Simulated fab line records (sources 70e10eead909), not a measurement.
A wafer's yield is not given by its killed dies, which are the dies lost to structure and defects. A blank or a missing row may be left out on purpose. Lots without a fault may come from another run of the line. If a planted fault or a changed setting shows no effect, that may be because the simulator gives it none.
3 desks, one fault | flow nand-harc | each desk has only its own numbers; what lay behind them comes last

## AT THE METROLOGY DESK
What the gauges read, lot by lot, whatever tool the lot ran on: means of the sampled wafers that have a number. A lot is out of limits, marked OUT, if its mean lies more than 4 standard deviations from the usual mean; the brackets give that distance.
Columns: A = thk-nm at NHARC_A_SOURCE_PLATE_THK_MEAS_06, usual 199.2 nm; B = thk-nm at NHARC_A_ONON_D1_THK_MEAS_05, usual 1000 nm; C = thk-nm at NHARC_A_ONON_D1_THK_MEAS_27, usual 1003 nm
lot  | first seen here | A     | B    | C
L765 | day 8 08:13     | 197.5 | 1009 | 1013
L766 | day 9 01:35     | 200.8 | 1010 | 1005
L767 | day 9 01:35     | 199.2 | 1013 | 997
L774 | day 11 23:08    | 199.0 | 1027 | 994
L779 | day 13 19:33    | 197.8 | 996  | 1007
L778 | day 13 19:34    | 197.2 | 994  | 1009
L780 | day 14 12:08    | 200.6 | 998  | 1000
L781 | day 14 18:54    | 199.4 | 1005 | 1003
L782 | day 15 03:43    | 201.0 | 997  | 993
L784 | day 15 19:31    | 196.6 | 1001 | 1006
L785 | day 16 06:09    | 198.5 | 996  | 1013
L786 | day 17 04:03    | 202.8 | 996  | 1004
L787 | day 17 17:49    | 198.9 | 997  | 1011
This desk's finding: nothing out of limits on any of the 13 lots.

## AT THE TOOL OWNER'S DESK: pecvd-onon-01
The tool's own readings at NHARC_A_ONON_D1_DEP_03 (target thk 1000 nm): means of the sampled wafers that have a number, for each lot that ran on this tool. A lot is out of limits, marked OUT, if its mean lies more than 4 standard deviations from the usual mean; the brackets give that distance.
Columns: A = nh3-flow-sccm at NHARC_A_ONON_D1_DEP_03, usual 500.2 sccm
lot  | first seen here | A
L766 | day 9 02:17     | 503.4
L774 | day 11 23:57    | 502.0
L784 | day 15 20:17    | 500.3
L785 | day 16 06:51    | 500.1
This desk's finding: nothing out of limits on any of the 4 lots.

## THE DEFECT DESK
Inspection counts along the route, by lot: the mean over sampled wafers that carry a number. A lot is out of limits, marked OUT, if its mean lies more than 4 standard deviations from the usual mean; the brackets give that distance.
Columns: A = raw-defect-count at NHARC_A_START_INSPECT_01, usual 3.7
lot  | first seen here | A
L765 | day 7 07:46     | 5.7
L767 | day 7 23:23     | 5.0
L766 | day 8 01:42     | 3.7
L774 | day 10 23:44    | 4.0
L779 | day 12 21:35    | 4.3
L778 | day 12 22:33    | 3.7
L780 | day 13 11:37    | 3.3
L781 | day 13 21:13    | 3.7
L782 | day 14 03:22    | 4.7
L784 | day 14 18:53    | 3.7
L785 | day 15 07:27    | 4.0
L786 | day 15 20:26    | 6.7
L787 | day 16 09:54    | 3.0
This desk's finding: nothing out of limits on any of the 13 lots.

## TAKEN TOGETHER
From the metrology desk's view, nothing was out of limits.
The desk of the tool owner found nothing out of limits.
The defect desk saw nothing out of limits.

## WHAT THE SIMULATOR HAD INSERTED
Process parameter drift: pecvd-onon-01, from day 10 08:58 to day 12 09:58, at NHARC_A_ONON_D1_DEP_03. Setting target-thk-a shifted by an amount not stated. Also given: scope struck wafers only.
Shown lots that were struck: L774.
